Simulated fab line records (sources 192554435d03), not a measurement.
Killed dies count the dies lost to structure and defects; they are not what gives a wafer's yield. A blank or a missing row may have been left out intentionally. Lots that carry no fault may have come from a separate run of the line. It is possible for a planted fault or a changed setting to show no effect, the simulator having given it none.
A struck lot beside a sound one -- flow n5_finfet -- 24 out of 1938 route steps
Sound: the wafers L640.1, L640.3, L640.6. The struck wafers were L634.2, L634.3, L634.6. At the end, the cause is stated.
Each step with rows lists, per side, the tool, then ch with its chambers, then its first start. Under that, the readings that differ: sound wafers -- struck wafers -- difference of the means -- sigmas: that difference in standard deviations of wafers without a fault.
alike: a reading whose means differ by less than 2 such deviations, as well as words and numbers matching on both sides. not compared: withheld readings; readings where some wafer has no value; bounds like >300 that might hide an equal value; numbers whose values overlap and for which the record gives no deviation.
A row with sigmas, a row that says differs or no value, or rows on one side alone: a step with any of these is where the two part. Numbers that don't overlap but have no deviation are shown without sigmas and don't part them. Lack of a reading on every wafer of one side parts them only where that side has two or more wafers.

first, 1 step without rows for these wafers: N5_HKMG_FIN_ALD_79 (deposits TiN, target thk 1.5 nm, pulse time 1 s, purge time 3 s).
N5_HKMG_FIN_CVD_62: deposits a-Si from Si2H6, target thk 3 nm, time 20.8 s.
  sound on thermal_cvd_si-01 ch 0,1, day 7 20:25; struck on thermal_cvd_si-01 ch 0,1,2, day 6 09:18
  alike: heater_power_w, susceptor_temp_C
then, 5 steps without rows for these wafers: N5_HKMG_FIN_RTA_80 (time 2 s); N5_HKMG_FIN_PRECLEAN_64 (cleans in dHF, time 30 s); N5_HKMG_FIN_WET_ETCH_65 (etches a-Si in TMAH, stops on TiN, time 49 s, target depth 3 nm); N5_HKMG_FIN_WET_ETCH_81 (etches TiN in SC1, stops on HfO2, time 57 s, target depth 6 nm); N5_HKMG_FIN_WET_ETCH_82 (etches La2O3 in dHCl, stops on HfO2, target depth 2 nm, rinse time 30 s).
N5_HKMG_FIN_ALD_36: deposits TiN, target thk 1 nm, pulse time 1 s, purge time 3 s.
  sound on ald_metal-02 ch 0,1, day 7 20:59; struck on ald_metal-04 ch 0,1, day 6 09:53
  alike: heater_power_w, precursor_pulse_height_rel, susceptor_temp_C
N5_HKMG_FIN_THK_MEAS_70: measures by xrf.
  sound on film_metro-01 at day 7 21:16; struck on film_metro-01 at day 6 10:10
  alike: HK_THK
N5_HKMG_FIN_PWFM_ALD_03: deposits TiN, target thk 2 nm, pulse time 1 s, purge time 3 s.
  sound on ald_metal-04 ch 1,2,3, day 7 21:18; struck on ald_metal-04 ch 0,2,3, day 6 10:13
  alike: heater_power_w, precursor_pulse_height_rel, susceptor_temp_C
then, 2 steps without rows for these wafers: N5_HKMG_FIN_COAT_29 (time 60 s, resist thk 300 nm); N5_HKMG_FIN_COAT_30 (time 60 s, resist thk 35 nm).
N5_HKMG_FIN_COAT_06: resist thk 90 nm.
  sound on litho_track-04 ch 0, day 7 21:47; struck on litho_track-01 ch 0, day 6 10:41
reading,sound,struck,difference,sigmas
dispense_pressure_kPa (kPa),52.1 52.1 52.1,47.7 47.8 47.8,-4.3,-3
spin_speed_rpm (rpm),1500.6 1501.0 1500.0,1718.5 1719.2 1718.4,+218.2,+99 or more
model.CAR-ArF_of_HKMG_FIN_COAT_06.thk_nm (nm),90.4 90.4 90.2,84.2 84.6 84.2,-6.0,
then, 5 steps without rows for these wafers: N5_HKMG_FIN_EBR_08; N5_HKMG_FIN_SOFTBAKE_07 (time 60 s); N5_HKMG_FIN_EXPOSE_09 (exposes mask NWFM); N5_HKMG_FIN_PEB_10 (peb time 60 s); N5_HKMG_FIN_DEVELOP_11 (develop time 30 s).
N5_HKMG_FIN_CD_MEAS_12 targets a cd of 92.8 nm.
  sound on cd_sem-03 ch 0, day 7 22:08; struck on cd_sem-01 ch 0, day 6 11:02
  alike: cd_nm
N5_HKMG_FIN_OVL_MEAS_13:
  sound on overlay-02 ch 0, day 7 22:10; struck on overlay-02 ch 0, day 6 11:04
  alike: NWFM_OVL
N5_HKMG_FIN_INSPECT_14: inspects for defects (macro).
  sound on defect_inspect-01 at day 7 22:11; struck on defect_inspect-01 at day 6 11:06
  alike: raw_defect_count
N5_HKMG_FIN_DESCUM_17: chemistry O2, time 7.9 s.
  sound on rie_diel-03 ch 0,2,3, day 7 22:15; struck on rie_diel-03 ch 1,2,3, day 6 11:20
  alike: drypump_motor_current_A, oes_product_au, rf_vpp_V, showerhead_plenum_p_Torr, throttle_valve_pct
  not compared: rf_hours_counter_h
N5_HKMG_FIN_ETCH_31: etches SiARC in CF4, target depth 45.5 nm, time 75.8 s.
  sound on rie_diel-03 ch 0,2,3, day 7 22:17; struck on rie_diel-03 ch 1,2,3, day 6 11:22
reading,sound,struck,difference,sigmas
model.CAR-ArF_of_HKMG_FIN_COAT_06.thk_nm (nm),51 51 51,44.8 45.2 45,-6.0,
  alike: cf4_flow_sccm, drypump_motor_current_A, etch_rf_on_time_s, oes_product_au, rf_vpp_V, showerhead_plenum_p_Torr, throttle_valve_pct
  not compared: rf_hours_counter_h
N5_HKMG_FIN_ETCH_32: etches SOC in N2/H2, target depth 240 nm, time 300 s.
  sound on rie_diel-03 ch 0,2,3, day 7 22:20; struck on rie_diel-03 ch 1,2,3, day 6 11:25
  alike: drypump_motor_current_A, oes_product_au, rf_vpp_V, showerhead_plenum_p_Torr, throttle_valve_pct
  not compared: rf_hours_counter_h

## WHERE THEY PART
Within this record, at N5_HKMG_FIN_COAT_06 only. Later steps at which nothing parts them and some readings are alike: N5_HKMG_FIN_CD_MEAS_12, N5_HKMG_FIN_OVL_MEAS_13, N5_HKMG_FIN_INSPECT_14, N5_HKMG_FIN_DESCUM_17, N5_HKMG_FIN_ETCH_31, N5_HKMG_FIN_ETCH_32.

WHY: what had been put in by the simulator
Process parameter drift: litho_track-01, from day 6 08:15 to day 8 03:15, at N5_HKMG_FIN_COAT_06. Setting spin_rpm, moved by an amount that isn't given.
